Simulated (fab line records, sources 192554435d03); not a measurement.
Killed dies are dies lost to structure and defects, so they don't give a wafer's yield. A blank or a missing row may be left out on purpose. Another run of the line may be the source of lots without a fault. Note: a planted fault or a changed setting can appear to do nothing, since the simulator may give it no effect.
2 desks looking at one fault || flow n5Finfet || only its own numbers are on each desk; what lay behind them is given at the end

FOR THE TOOL OWNER'S DESK: lithoTrack-02
The tool's own readings at N5_SD_EPI_N_COAT_33 (time 60 s, resist thk 35 nm): means of the sampled wafers that have a number, for each lot that ran on this tool. A lot is out of limits, marked OUT, if its mean lies more than 4 standard deviations from the usual mean; the brackets give that distance.
Columns: A = resistLineTempC at N5_SD_EPI_N_COAT_33, usual 22.97 C; B = spinSpeedRpm at N5_SD_EPI_N_COAT_33, usual 1499.9 rpm
{"lot": "L261", "first seen here": "day 3 10:32", "A": 22.87, "B": 1499.7}
{"lot": "L271", "first seen here": "day 5 20:03", "A": 22.77, "B": "1589.8 (+99 or more) OUT"}
{"lot": "L272", "first seen here": "day 6 01:35", "A": 22.99, "B": "1587.6 (+97) OUT"}
This desk's finding: out of limits on L271, L272; first on L271, day 5 20:03 (spinSpeedRpm at N5_SD_EPI_N_COAT_33). Within limits: L261.

METROLOGY DESK
What the gauges read for every lot (on any tool): the sampled wafers with a number, averaged. A lot is out of limits, marked OUT, if its mean lies more than 4 standard deviations from the usual mean; the brackets give that distance. Of its 10 readings 7 are shown: those that lie furthest out on some lot.
Columns: A = DIBL_N at N5_BEOL_M4_RC_MEAS_101, usual 36.0 mV/V; B = DIBL_P at N5_BEOL_M4_RC_MEAS_101, usual 36.2 mV/V; C = IOFF_N at N5_BEOL_M4_RC_MEAS_101, usual 0.16 nA/um; D = ION_P at N5_BEOL_M4_RC_MEAS_101, usual 461 uA/um; E = SS_P at N5_BEOL_M4_RC_MEAS_101, usual 73.2 mV/dec; F = VT_N at N5_BEOL_M4_RC_MEAS_101, usual 250 mV; G = VT_P at N5_BEOL_M4_RC_MEAS_101, usual -251 mV
{"lot": "L261", "first seen here": "day 9 15:51", "A": 32.1, "B": 33.2, "C": 0.12, "D": 456, "E": 71.8, "F": 255, "G": -252}
{"lot": "L272", "first seen here": "day 12 07:17", "A": 37.2, "B": 36.2, "C": 0.16, "D": 461, "E": 73.4, "F": 250, "G": -252}
{"lot": "L271", "first seen here": "day 12 08:47", "A": 35.5, "B": 36.8, "C": 0.16, "D": 458, "E": 73.4, "F": 249, "G": -252}
{"lot": "L281", "first seen here": "day 14 21:46", "A": 37.6, "B": 35.4, "C": 0.17, "D": 472, "E": 73.0, "F": 248, "G": -246}
This desk's verdict: no lot among the 4 shows anything out of limits.

ALL TOGETHER
On L271, L272, at day 5 20:03, an alarm was possible from the tool owner's desk.
At the metrology desk, nothing out of limits was observed.
The metrology desk holds a record of L271, L272, inside its limits.
N5_SD_EPI_N_COAT_33 was run on lithoTrack-02 by each of the lots named.

WHAT WAS PUT IN BY THE SIMULATOR
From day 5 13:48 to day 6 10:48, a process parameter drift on lithoTrack-02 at N5_SD_EPI_N_COAT_33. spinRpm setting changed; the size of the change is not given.
Lots struck among those shown: L271, L272.
Each desk's first reading out of limits, in hours after the fault started: the tool owner's desk, 6.
